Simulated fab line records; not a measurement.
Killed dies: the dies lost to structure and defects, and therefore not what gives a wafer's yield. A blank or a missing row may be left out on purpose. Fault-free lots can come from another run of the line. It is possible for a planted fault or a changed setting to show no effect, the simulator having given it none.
Comparing a struck lot with a sound one -- flow n5_finfet -- 42 out of 1938 route steps
Sound: these wafers, L115.1, L115.3, L115.6. Struck: wafers L112.2, L112.3, L112.6. The cause is named last.
Per side, at each step with rows, come the tool, then ch with its chambers, and then its first start. Under that, the readings that differ: sound wafers -- struck wafers -- difference of the means -- sigmas: that difference in standard deviations of wafers without a fault.
alike: readings whose means differ by less than 2 such deviations, and words and numbers that are the same on both sides. not compared: withheld readings, readings that some wafer has no value for, bounds like >300 that may hide the same value, and numbers for which the record gives no deviation and whose values overlap.
The two part at a step that has a row with sigmas, a row that says differs or no value, or rows on one side only. Numbers that don't overlap but have no deviation are shown without sigmas and don't part them. Lack of a reading on every wafer of one side parts them only where that side has two or more wafers.

first, 12 steps without rows for these wafers: N5_SD_EPI_N_ETCH_35 (etches SOC in N2/H2, overetch 108 nm, time 486 s); N5_SD_EPI_N_STRIP_36 (strips in N2/H2); N5_SD_EPI_N_ETCHBACK_44 (etches SiNx in CH3F/O2, stops on SiO2, target depth 14.5 nm); N5_SD_EPI_N_ETCH_45 (etches SiOCN in CH3F/O2, target depth 6 nm); N5_SD_EPI_N_ETCH_16 (etches SiO2 in CHF3/O2, target depth 5 nm); N5_SD_EPI_N_STRIP_47 (strips in CHF3/O2); N5_SD_EPI_N_SD_RECESS_17 (chemistry HBr/Cl2/O2, target depth 41 nm, time 23.7 s, bt time 3 s); N5_SD_EPI_N_STRIP_38 (strips in N2/H2); N5_SD_EPI_N_WET_ETCH_43 (etches SiO2 in dHF, time 14 s, target depth 1.5 nm); N5_SD_EPI_N_STRIP_18 (strips in SPM, time 750 s); N5_SD_EPI_N_SRD_20 (time 30 s); N5_SD_EPI_N_PRECLEAN_48 (cleans in NF3:NH3, afs cycles 2, time 20 s, sublimation time 60 s).
N5_SD_EPI_N_VAPOR_ETCH_50: etches Si in HCl, time 54 s.
  sound on epi_rpcvd-02 ch 0, day 7 15:14; struck on epi_rpcvd-04 ch 0, day 6 19:50
reading,sound,struck,difference,sigmas
throttle_valve_pct (%),11.45 11.59 11.48,12.15 11.87 11.82,+0.44,+2
then, 5 steps without rows for these wafers: N5_SD_EPI_N_EPI_21 (deposits Si:P, time 690 s); N5_SD_EPI_N_PRECLEAN_24 (cleans in O3/DIW, time 60 s); N5_SD_EPI_N_SRD_25 (time 30 s); N5_SD_EPI_N_PRECLEAN_49 (cleans in NF3:NH3, afs cycles 1, time 20 s, sublimation time 60 s); N5_SD_EPI_N_LINER_46 (material SiNx, target thk 3 nm).
N5_SD_EPI_N_INSPECT_26: inspects for defects (darkfield).
  sound: defect_inspect-01 at day 7 17:42; struck: defect_inspect-01 at day 6 23:45
reading,sound,struck,difference,sigmas
raw_defect_count,217 237 239,1177 1132 1100,+905,+19
then, 8 steps without rows for these wafers: N5_SD_EPI_P_COAT_34 (time 60 s, resist thk 350 nm); N5_SD_EPI_P_COAT_35 (time 60 s, resist thk 35 nm); N5_SD_EPI_P_COAT_03 (resist thk 150 nm); N5_SD_EPI_P_EBR_05; N5_SD_EPI_P_SOFTBAKE_04 (time 60 s); N5_SD_EPI_P_EXPOSE_06 (exposes mask SD P BLK, target cd 240 nm); N5_SD_EPI_P_PEB_07 (peb time 60 s); N5_SD_EPI_P_DEVELOP_08 (develop time 30 s).
N5_SD_EPI_P_INSPECT_11: inspects for defects (macro).
  sound: defect_inspect-02 at day 7 18:09; struck: defect_inspect-02 at day 7 00:13
reading,sound,struck,difference,sigmas
raw_defect_count,1 3 0,>300 >300 >300,differs,
then, 11 steps without rows for these wafers: N5_SD_EPI_P_DESCUM_14 (chemistry O2, time 7.9 s); N5_SD_EPI_P_ETCH_36 (etches SiARC in CF4, target depth 45.5 nm, time 75.8 s); N5_SD_EPI_P_ETCH_37 (etches SOC in N2/H2, overetch 108 nm, time 486 s); N5_SD_EPI_P_STRIP_38 (strips in N2/H2); N5_SD_EPI_P_ETCHBACK_46 (etches SiNx in CH3F/O2, stops on SiO2, target depth 17.5 nm); N5_SD_EPI_P_ETCH_47 (etches SiOCN in CH3F/O2, target depth 25 nm); N5_SD_EPI_P_ETCH_16 (etches SiO2 in CHF3/O2, target depth 5 nm); N5_SD_EPI_P_STRIP_50 (strips in CHF3/O2); N5_SD_EPI_P_SD_RECESS_17 (chemistry HBr/Cl2/O2, target depth 39.1 nm, bt time 3 s); N5_SD_EPI_P_WET_ETCH_45 (etches SiO2 in dHF, time 10.7 s, target depth 2 nm, rinse time 30 s); N5_SD_EPI_P_STRIP_40 (strips in N2/H2).
N5_SD_EPI_P_INSPECT_26: inspects for defects (darkfield).
  sound: defect_inspect-01 at day 7 23:38; struck: defect_inspect-02 at day 7 04:48
reading,sound,struck,difference,sigmas
raw_defect_count,189 172 179,1080 1100 1099,+913,+19
-- record jumps: 5 days separate the struck wafers' starts on either side; left off in module SD_EPI_P, taken up again in module BEOL_M4, whose first shown step is the route's number 1111 --
N5_BEOL_M4_RC_MEAS_101:
  sound on prober-01 ch 0, day 12 16:50; struck on prober-01 ch 0, day 11 19:49
  alike: DIBL_N, DIBL_P, IOFF_N, IOFF_P, ION_N, ION_P, SS_N, SS_P, VT_N, VT_P
-- the record jumps here: 4 days lie between the struck wafers' starts before and after (it left off in module BEOL_M4 and takes up again in module PASSIVATION, whose first step shown is number 1936 of the route) --
N5_PASSIVATION_PROBE_49:
  sound: prober-01 at day 17 02:53; struck: prober-02 at day 16 03:04
reading,sound,struck,difference,sigmas
defect_limited_yield (%),90.8 90.9 89.5,79.7 80.3 80.6,-10.2,-7
killed_at_M4_up,4 4 8,18 25 9,+12,+2
killed_at_front_end,44 52 61,185 172 177,+126,+10
killed_dies,109 107 124,240 233 229,+121,+7
sort_bin_5_function (%),4.7 5.4 6.0,12.5 12.7 11.8,+7.0,+7
sort_n_pass,1071 1073 1056,940 947 951,-121,-7
sort_yield_pct (%),90.8 90.9 89.5,79.7 80.3 80.6,-10.2,-7
  alike: killed_at_M0_to_M3, killed_at_contacts, killed_at_other, killed_on_rim, killed_open, killed_short, sort_bin_6_memory

WHERE THEY PART
At N5_SD_EPI_N_VAPOR_ETCH_50 first; at N5_PASSIVATION_PROBE_49 last (within this record only).

WHY: the cause the simulator had injected
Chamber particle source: epi_rpcvd-04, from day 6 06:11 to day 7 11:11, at N5_SD_EPI_N_VAPOR_ETCH_50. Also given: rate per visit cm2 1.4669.
